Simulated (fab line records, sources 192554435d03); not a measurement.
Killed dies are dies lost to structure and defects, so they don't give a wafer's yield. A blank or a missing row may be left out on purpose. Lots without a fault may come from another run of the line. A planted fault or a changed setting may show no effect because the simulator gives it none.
fab line records | flow n5_finfet
record lots=4 wafers=12 last_day=16
route steps=1938 shown SD_EPI_N@263 PASSIVATION@1936
lots that met no fault: from a run of the same line without faults
start_h: hours from the record's first day to the start of the lot's first wafer shown | wait_h: hours since the lot's step before | " the same as in the row above | L1.1+2: a row that stands for several wafers | - no value, or no start given | * or withheld: withheld | < > ~ a bound
route shown NAME@n: a module of which the file shows steps, and the number in the route of the first | usual: mean/standard deviation of fault-free wafers | same: alike in all rows | chamber/n: place in a boat | sites: the reading at each site | _std_site: their standard deviation | _edge_site: outer sites' mean less inner sites' | radius_mm: how far each site lies from the wafer's centre | mask NAME#n: copy n | behind: the tool/chamber that last shaped the wafer | hold: why the lot was held/for how many hours/how that ended | device: the transistor (n, p or np) that didn't switch | end of line: the same wafers' tests at the end of the route | a step without rows: its recipe alone | killed: dies lost to structure and defects at the first sort, not the wafer's yield | map: a wafer's dies, x killed, . not, _ none there
set.NAME: the setting as run; set.NAME@STEP: as run at that earlier step | model.NAME: the simulator's own value behind a step, which no gauge read
lots at some steps of the route; a table a step, a row a wafer
services: from which hour (start_h, from the record's first day; less than 0 if before it) a tool's chamber was out of use, for how many hours, and why
## steps
# step N5_SD_EPI_N_COAT_33
# recipe resist=SiARC temp_c=220 time_s=60 spin_rpm=1500 resist_thk_nm=35
# step N5_SD_EPI_N_COAT_03
# recipe resist=CAR-ArF-block spin_rpm=1500 resist_thk_nm=150
# step N5_SD_EPI_N_EBR_05
# recipe solvent=PGMEA ebr_width_mm=1.5
# step N5_SD_EPI_N_SOFTBAKE_04
# recipe temp_c=110 time_s=60 resist=CAR-ArF-block
# step N5_SD_EPI_N_EXPOSE_06
# recipe mask_id=SD_N_BLK na=1.35 source_shape=conventional sigma_outer=0.8 polarization=unpolarized target_cd_nm=120 dose_mj=39.75
# step N5_SD_EPI_N_PEB_07
# recipe peb_temp_c=110 peb_time_s=60 resist=CAR-ArF-block
# step N5_SD_EPI_N_DEVELOP_08
# recipe develop_time_s=30 developer=TMAH resist=CAR-ArF-block dev_temp_c=23 rinse_liquid=diw dry=air_spin
# step N5_SD_EPI_N_DESCUM_14
# recipe chemistry=O2 time_s=7.9 source_power_w=50 bias_power_w=20 pressure_mtorr=20 rf_frequency_hz=2.712e+07 temp_c=40 resist=CAR-ArF-block o2_flow_sccm=225
# step N5_SD_EPI_N_ETCH_34
# recipe chemistry=CF4 target=SiARC target_depth_a=455 mask_material=CAR-ArF-block time_s=75.8 ion_energy_ev=80 pressure_mtorr=40 source_w=545 bias_w=36 Ar_flow_sccm=100 cf4_flow_sccm=100 ends=cleared
# step N5_SD_EPI_N_ETCH_35
# recipe chemistry=N2/H2 target=SOC overetch_a=1080 mask_material=SiARC temp_c=40 ion_energy_ev=100 source_w=3000 bias_w=133 pressure_mtorr=20 time_s=486 n2_flow_sccm=200 h2_flow_sccm=200
# usual bias_w=132.9/0.4 drypump_motor_current_A=5.6/0.43 oes_product_au=0.72/0.078 rf_vpp_V=240.8/1.5 showerhead_plenum_p_Torr=2.55/0.094 throttle_valve_pct=23.82/0.25
# columns lot.wafer tool chamber start_h wait_h bias_w drypump_motor_current_A oes_product_au rf_hours_counter_h rf_vpp_V showerhead_plenum_p_Torr throttle_valve_pct model.SD_EPI_N.cd_nm model.SiARC_of_SD_EPI_N_COAT_33.thk_nm
L906.2 rie_diel-05 2 117.48 0.0 133.3 5.7 0.79 44 240.8 2.47 23.93 120 19.2
L906.4 " 0 " " 133.3 5.5 0.80 - 239.3 2.48 23.54 118.8 19.8
L906.6 " 3 " " 133.1 5.0 0.85 - 243.2 2.71 23.30 119.4 19.4
L912.1 rie_diel-05 0 151.94 0.0 132.8 5.5 0.70 30 239.6 2.48 23.53 115.4 24.6
L912.3 " 2 " " 132.6 5.6 0.70 59 240.6 2.46 23.93 116.6 24.4
L912.4 " 1 " " 132.5 6.1 0.76 10 240.8 2.59 23.50 116.2 24.6
L914.2 rie_diel-05 1 165.17 0.0 133.4 6.1 0.75 14 242.3 2.59 23.52 116 24.6
L914.5 " 2 " " 132.7 5.6 0.70 - 238.6 2.46 23.92 115.8 24.6
L914.6 " 1 " " 133.1 6.1 0.75 - 241.1 2.59 23.52 115.2 24.6
L916.1 rie_diel-01 1 175.96 0.0 133.0 5.6 0.62 224 241.6 2.50 23.90 121 19.8
L916.2 " 3 " " 133.0 5.3 0.72 95 238.6 2.46 23.58 121.2 19.8
L916.5 " 2 " " 133.4 5.3 0.70 - 240.7 2.45 23.89 120.2 19.6
# step N5_SD_EPI_N_STRIP_36
# recipe chemistry=N2/H2 temp_c=40 n2_flow_sccm=200 h2_flow_sccm=200 rf_frequency_hz=6e+07
# step N5_SD_EPI_N_ETCHBACK_44
# recipe chemistry=CH3F/O2 mode=anisotropic_etchback target=SiNx target_depth_a=145 stop_on=SiO2 over_etch_frac=0.3 ion_energy_ev=120 pressure_mtorr=30 source_w=395 bias_w=73 Ar_flow_sccm=150 CH3F_flow_sccm=30 O2_flow_sccm=20
# usual bias_w=73.01/0.21 drypump_motor_current_A=5.6/0.43 oes_product_au=0.69/0.074 rf_vpp_V=296.4/2.4 showerhead_plenum_p_Torr=2.01/0.075 throttle_valve_pct=16.37/0.28
# columns lot.wafer tool chamber start_h wait_h bias_w drypump_motor_current_A oes_product_au rf_hours_counter_h rf_vpp_V showerhead_plenum_p_Torr throttle_valve_pct
L906.2 rie_diel-05 2 117.80 0.0 72.68 5.7 0.76 45 293.8 1.95 16.47
L906.4 " 0 " " 73.08 5.5 0.77 - 298.1 1.96 16.02
L906.6 " 3 " " 72.87 5.0 0.81 - 301.6 2.14 16.15
L912.1 rie_diel-05 0 152.26 0.0 72.89 5.5 0.33 30 296.5 1.96 16.01
L912.3 " 2 " " 73.01 5.6 0.33 59 292.7 1.94 16.47
L912.4 " 1 " " 73.21 6.1 0.35 10 296.4 2.04 15.91
L914.2 rie_diel-05 1 165.49 0.0 72.81 6.1 0.34 14 296.2 2.04 15.91
L914.5 " 2 " " 72.78 5.6 0.32 - 294.3 1.94 16.47
L914.6 " 1 " " 73.21 6.1 0.35 - 296.1 2.04 15.92
L916.1 rie_diel-01 1 176.29 0.0 73.14 5.6 0.59 224 297.5 1.98 16.53
L916.2 " 3 " " 73.27 5.4 0.69 96 296.9 1.94 15.98
L916.5 " 2 " " 72.60 5.3 0.66 - 294.2 1.92 16.11
# step N5_SD_EPI_N_ETCH_45
# recipe chemistry=CH3F/O2 target=SiOCN target_depth_a=60 mask_material=SOC ion_energy_ev=60 bias_w=29 pressure_mtorr=15 source_w=410 Ar_flow_sccm=150 CH3F_flow_sccm=30 O2_flow_sccm=20
# step N5_SD_EPI_N_ETCH_16
# recipe chemistry=CHF3/O2 target=SiO2 target_depth_a=50 mask_material=SOC pressure_mtorr=30 source_w=650 bias_w=170 Ar_flow_sccm=200 CHF3_flow_sccm=50 O2_flow_sccm=5 ion_energy_ev=200
# usual bias_w=170.0/0.55 drypump_motor_current_A=5.6/0.43 oes_product_au=0.81/0.092 rf_vpp_V=522/4.2 showerhead_plenum_p_Torr=2.42/0.087 throttle_valve_pct=18.93/0.28
# columns lot.wafer tool chamber start_h wait_h bias_w drypump_motor_current_A oes_product_au rf_hours_counter_h rf_vpp_V showerhead_plenum_p_Torr throttle_valve_pct model.SiARC_of_SD_EPI_N_COAT_33.thk_nm
L906.2 rie_diel-05 2 118.00 0.1 169.7 5.6 0.90 45 519 2.35 19.08 11.8
L906.4 " 0 " " 170.1 5.5 0.91 - 523 2.36 18.60 12.4
L906.6 " 3 " " 170.1 5.0 0.96 - 531 2.57 18.72 12
L912.1 rie_diel-05 0 152.46 0.1 169.8 5.5 0.88 30 523 2.36 18.62 17.4
L912.3 " 2 " " 170.2 5.6 0.88 59 519 2.35 19.11 16.8
L912.4 " 1 " " 170.6 6.1 0.94 10 522 2.46 18.55 17
L914.2 rie_diel-05 1 165.69 0.1 169.9 6.1 0.93 14 522 2.45 18.56 17.2
L914.5 " 2 " " 170.4 5.6 0.87 - 519 2.35 19.11 17
L914.6 " 1 " " 170.3 6.1 0.93 - 522 2.45 18.55 17
L916.1 rie_diel-01 1 176.49 0.1 169.8 5.6 0.69 224 521 2.39 19.07 12.6
L916.2 " 3 " " 170.5 5.4 0.81 96 525 2.34 18.54 12.4
L916.5 " 2 " " 169.2 5.3 0.77 - 518 2.32 18.64 12.4
# step N5_SD_EPI_N_STRIP_47
# recipe chemistry=CHF3/O2 resist=SiARC rf_frequency_hz=6e+07
# step N5_SD_EPI_N_SD_RECESS_17
# recipe chemistry=HBr/Cl2/O2 target_depth_a=410 mask_material=SOC time_s=23.7 bt_time_s=3 pressure_mtorr=10 icp_w=800 bias_w=112 HBr_flow_sccm=150 Cl2_flow_sccm=80 O2_flow_sccm=12
# usual bias_w=112.0/0.34 drypump_motor_current_A=5.9/0.45 oes_product_au=1.008/0.013 throttle_valve_pct=37.03/0.19
# columns lot.wafer tool chamber start_h wait_h bias_w drypump_motor_current_A oes_product_au rf_hours_counter_h throttle_valve_pct model.SD_EPI_N.cd_nm
L906.2 rie_si-05 1 118.07 0.0 112.2 6.8 1.028 79 36.75 120
L906.4 " 0 " " 112.3 6.1 1.001 43 37.10 119
L906.6 " 0 " " 112.6 6.0 1.012 - 37.10 119.6
L912.1 rie_si-05 2 152.53 0.0 111.4 6.2 1.021 50 37.10 115.6
L912.3 " 0 " " 112.0 6.0 1.007 44 37.11 116.8
L912.4 " 1 " " 112.0 6.9 1.027 80 36.74 116.2
L914.2 rie_si-01 1 165.77 0.0 111.9 5.6 1.009 125 37.35 116
L914.5 " 3 " " 112.0 5.6 1.005 - 36.99 115.8
L914.6 " 0 " " 112.2 6.3 1.005 - 37.40 115.2
L916.1 rie_si-06 0 176.56 0.0 111.6 5.2 1.003 6 36.84 121
L916.2 " 3 " " 112.3 5.3 0.989 146 36.96 121.2
L916.5 " 0 " " 112.9 5.2 1.009 - 36.88 120.2
# step N5_SD_EPI_N_STRIP_38
# recipe chemistry=N2/H2 power_w=1000 temp_c=250 h2_frac=0.65 overash_fraction=0.3 pressure_mtorr=withheld n2_flow_sccm=1750 h2_flow_sccm=3250
# step N5_PASSIVATION_PROBE_49
# usual defect_limited_yield=91.5/1.3 killed_at_M0_to_M3=33/11 killed_at_M4_up=14/5.3 killed_at_contacts=11/6.3 killed_at_front_end=38/10 killed_at_other=3.7/2.8 killed_dies=101/16 killed_on_rim=13/3.4 killed_open=67/12 killed_short=32/7.4 sort_bin_5_function=5.0/0.86 sort_bin_6_memory=3.2/0.69 sort_n_pass=1079/16 sort_yield_pct=91.5/1.3
# same gross_dies=1180 killed_at_back_side=0 sort_bin_4_leakage[%]=0 sort_bin_8_speed[%]=0
# columns lot.wafer tool chamber start_h wait_h defect_limited_yield[%] killed_at_M0_to_M3 killed_at_M4_up killed_at_contacts killed_at_front_end killed_at_other killed_dies killed_on_rim killed_open killed_short sort_bin_5_function[%] sort_bin_6_memory[%] sort_n_pass sort_yield_pct[%]
L906.2 prober-02 - 338.64 0.1 91.2 17 12 16 56 3 104 14 59 41 4.9 3.6 1076 91.2
L906.4 prober-02 - 338.74 0.2 93.3 17 15 8 37 2 79 10 59 18 4.0 2.5 1101 93.3
L906.6 prober-02 - 338.84 0.3 91.8 19 10 15 45 8 97 8 70 26 4.9 3.2 1083 91.8
L914.2 prober-01 - 372.07 0.1 0 31 19 7 1119 4 1180 152 71 24 96.0 3.9 0 0
L914.5 prober-01 - 372.22 0.2 0 25 14 5 1134 2 1180 152 45 36 97.0 2.9 0 0
L914.6 prober-01 - 372.27 0.3 0 31 6 9 1131 3 1180 152 56 36 96.4 3.1 0 0
L916.1 prober-02 - 390.04 0.0 89.7 56 25 15 24 1 121 11 87 30 6.0 4.0 1059 89.7
L916.2 prober-02 - 390.09 0.1 91.0 28 16 22 36 4 106 11 60 43 5.2 3.5 1074 91.0
L916.5 prober-02 - 390.24 0.2 90.1 44 22 9 38 4 117 19 77 39 6.3 3.2 1063 90.1
# killed by level:class
L906.2 FIN_SAQP:geometric_particle:short=13 STI_FIN_REVEAL:geometric_particle:open=13 MOL_CONTACT_COAG:geometric_particle:open=12 FIN_SAQP:geometric_particle:open=11 BEOL_M4:geometric_particle:short=5 BEOL_M2:geometric_particle:open=4 STI_FIN_REVEAL:geometric_particle:short=4 MOL_CONTACT_COAG:geometric_particle:short=4
L906.4 STI_FIN_REVEAL:geometric_particle:open=9 BEOL_M4:geometric_particle:open=8 MOL_CONTACT_COAG:geometric_particle:open=7 BEOL_M1:geometric_particle:open=6 GATE_CUT:geometric_particle:open=6 FIN_SAQP:geometric_particle:open=5 GATE_CUT:geometric_particle:short=5 BEOL_M3:geometric_particle:open=5
L906.6 FIN_SAQP:geometric_particle:open=13 STI_FIN_REVEAL:geometric_particle:open=13 MOL_CONTACT_COAG:geometric_particle:open=11 BEOL_M1:geometric_particle:open=6 BEOL_M0_SAQP:geometric_particle:open=5 BEOL_M4:geometric_particle:open=5 MIM_TOP_ETCH:geometric_particle:short=5 FIN_SAQP:geometric_particle:short=4
L914.2 SD_EPI_N:area_etch=1082 BEOL_M2:geometric_particle:open=9 FIN_SAQP:geometric_particle:open=8 MOL_CONTACT_COAG:geometric_particle:open=7 BEOL_M0_SAQP:geometric_particle:short=7 GATE_CUT:geometric_particle:short=6 GATE_CUT:geometric_particle:open=6 BEOL_M0_SAQP:geometric_particle:open=6
L914.5 SD_EPI_N:area_etch=1097 FIN_SAQP:geometric_particle:short=10 BEOL_M0_SAQP:geometric_particle:open=8 FIN_SAQP:geometric_particle:open=5 GATE_CUT:geometric_particle:open=4 BEOL_M0_SAQP:geometric_particle:short=4 BEOL_M5:geometric_particle:open=4 ILD0:geometric_particle:short=3
L914.6 SD_EPI_N:area_etch=1087 FIN_SAQP:geometric_particle:short=12 FIN_SAQP:geometric_particle:open=10 BEOL_M2:geometric_particle:open=10 MOL_CONTACT_COAG:geometric_particle:open=6 BEOL_M0_SAQP:geometric_particle:short=6 STI_FIN_REVEAL:geometric_particle:open=4 GATE_CUT:geometric_particle:short=4
L916.1 BEOL_M3:geometric_particle:open=13 MOL_CONTACT_COAG:geometric_particle:open=12 BEOL_M0_SAQP:geometric_particle:short=12 BEOL_M2:geometric_particle:open=11 BEOL_M4:geometric_particle:open=10 BEOL_M0_SAQP:geometric_particle:open=9 FIN_SAQP:geometric_particle:short=6 STI_FIN_REVEAL:geometric_particle:open=6
L916.2 MOL_CONTACT_COAG:geometric_particle:open=14 BEOL_M0_SAQP:geometric_particle:short=10 FIN_SAQP:geometric_particle:open=8 MOL_CONTACT_COAG:geometric_particle:short=8 BEOL_M4:geometric_particle:open=8 BEOL_M0_SAQP:geometric_particle:open=7 STI_FIN_REVEAL:geometric_particle:open=6 FIN_SAQP:geometric_particle:short=5
L916.5 BEOL_M0_SAQP:geometric_particle:short=17 BEOL_M0_SAQP:geometric_particle:open=14 BEOL_M4:geometric_particle:open=14 FIN_SAQP:geometric_particle:open=10 FIN_SAQP:geometric_particle:short=10 MOL_CONTACT_COAG:geometric_particle:open=8 BEOL_M3:geometric_particle:open=5 STI_FIN_REVEAL:geometric_particle:open=4
# map L914.2 (x killed, . not)
_________________xxxxxxxxxxxx________________
______________xxxxxxxxxxxxxxxxxx_____________
___________xxxxxxxxxxxxxxxxxxxxxxxx__________
__________xxxxxxxxxxxxxxxxxxxxxxxxxx_________
________xxxxxxxxxxxxxxxxxxxxxxxxxxxxxx_______
_______xxxxxxxxxxxxxxxxxxxxxxxxxxxxxxxx______
______xxxxxxxxxxxxxxxxxxxxxxxxxxxxxxxxxx_____
_____xxxxxxxxxxxxxxxxxxxxxxxxxxxxxxxxxxxx____
____xxxxxxxxxxxxxxxxxxxxxxxxxxxxxxxxxxxxxx___
___xxxxxxxxxxxxxxxxxxxxxxxxxxxxxxxxxxxxxxxx__
___xxxxxxxxxxxxxxxxxxxxxxxxxxxxxxxxxxxxxxxx__
__xxxxxxxxxxxxxxxxxxxxxxxxxxxxxxxxxxxxxxxxxx_
__xxxxxxxxxxxxxxxxxxxxxxxxxxxxxxxxxxxxxxxxxx_
_xxxxxxxxxxxxxxxxxxxxxxxxxxxxxxxxxxxxxxxxxxxx
_xxxxxxxxxxxxxxxxxxxxxxxxxxxxxxxxxxxxxxxxxxxx
_xxxxxxxxxxxxxxxxxxxxxxxxxxxxxxxxxxxxxxxxxxxx
_xxxxxxxxxxxxxxxxxxxxxxxxxxxxxxxxxxxxxxxxxxxx
_xxxxxxxxxxxxxxxxxxxxxxxxxxxxxxxxxxxxxxxxxxxx
_xxxxxxxxxxxxxxxxxxxxxxxxxxxxxxxxxxxxxxxxxxxx
_xxxxxxxxxxxxxxxxxxxxxxxxxxxxxxxxxxxxxxxxxxxx
_xxxxxxxxxxxxxxxxxxxxxxxxxxxxxxxxxxxxxxxxxxxx
__xxxxxxxxxxxxxxxxxxxxxxxxxxxxxxxxxxxxxxxxxx_
__xxxxxxxxxxxxxxxxxxxxxxxxxxxxxxxxxxxxxxxxxx_
___xxxxxxxxxxxxxxxxxxxxxxxxxxxxxxxxxxxxxxxx__
___xxxxxxxxxxxxxxxxxxxxxxxxxxxxxxxxxxxxxxxx__
____xxxxxxxxxxxxxxxxxxxxxxxxxxxxxxxxxxxxxx___
_____xxxxxxxxxxxxxxxxxxxxxxxxxxxxxxxxxxxx____
______xxxxxxxxxxxxxxxxxxxxxxxxxxxxxxxxxx_____
_______xxxxxxxxxxxxxxxxxxxxxxxxxxxxxxxx______
________xxxxxxxxxxxxxxxxxxxxxxxxxxxxxx_______
__________xxxxxxxxxxxxxxxxxxxxxxxxxx_________
___________xxxxxxxxxxxxxxxxxxxxxxxx__________
______________xxxxxxxxxxxxxxxxxx_____________
_________________xxxxxxxxxxxx________________
# map L906.2 (x killed, . not)
_________________.....x......________________
______________.......x.........._____________
___________.....................xx.__________
__________................x........._________
________...............x.............._______
_______...................x...........x______
______...........x...........x.........._____
_____........................x...........____
____..x......x..........x.................___
___....................x...x........x.x....__
___...x...xx......................x.x......__
__...x........x.........x................x.._
__.x...........x........x.....x.....x......._
_.x.....x.......................x..x.........
_..x.........x...xx............xx.....x......
_..............x.............x........x......
_...................xx...........x...........
_....x........x..x.....x..........x..........
_.................x.......x...x........x....x
_.....x.x....x..x............................
_.......................x.........x..........
__...................x....xx................_
__....xx........x.........xx...............x_
___.x........x.................x...........__
___....x................xx..........x...x.x__
____.............x..x........x............___
_____............................x.......____
______...x..........................x..._____
_______.............x.....x.....x......______
________....................x.......x._______
__________.......x...........x..x..._________
___________............x...........__________
______________......x........x.._____________
_________________...x....x.xx________________
## services
# columns tool chamber start_h hours kind
rie_diel-05 1 106.24 - clean
rie_diel-05 1 106.24 - consumable_replace:focus_ring
rie_diel-05 1 106.24 21.1 scheduled_down
rie_diel-05 1 106.24 21.1 vent_cycle
rie_si-01 - 112.86 0.3 repair
rie_si-06 2 125.49 1.3 repair
rie_si-05 3 127.44 17.1 repair
rie_si-05 0 127.68 1.2 repair
## key
first_sign step=N5_SD_EPI_N_ETCHBACK_44 reading=oes_product_au direction=down sigmas=4.8 usual=0.69 struck=0.34
effect step=N5_PASSIVATION_PROBE_49 reading=killed_at_front_end direction=up sigmas=99+ usual=38 struck=1128
model_effect step=N5_SD_EPI_N_ETCH_35 value=SD_EPI_N.cd_nm without=121.2 struck=115.9
model_effect step=N5_SD_EPI_N_ETCH_16 value=SiARC_of_SD_EPI_N_COAT_33.thk_nm without=11.9 struck=17.07
model_effect step=N5_SD_EPI_N_SD_RECESS_17 value=SD_EPI_N.cd_nm without=121.1 struck=115.9
more_kills_born_at N5_SD_EPI_N_ETCH_35@rie_diel-05=3266
met_at N5_SD_EPI_N_ETCH_35
struck_wafers L912.1,L912.3,L912.4,L914.2,L914.5,L914.6
rows_end L912.1,L912.3,L912.4
later_rows_left_out L914.2,L914.5,L914.6
onset_between 117.48 151.94
also_fits N5_SD_EPI_N_ETCHBACK_44:rie_diel-05
fault kind=process_parameter_drift tool=rie_diel-05 chamber=- onset_h=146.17 steps=N5_SD_EPI_N_ETCH_35 channel=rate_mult offset=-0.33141 shape=step
# later_rows_left_out: the simulator's readings of these wafers behind a module that went badly wrong aren't trusted and aren't shown, but for the sort
# rows_end: these wafers met a further fault down the route, and their rows from its step on are left out
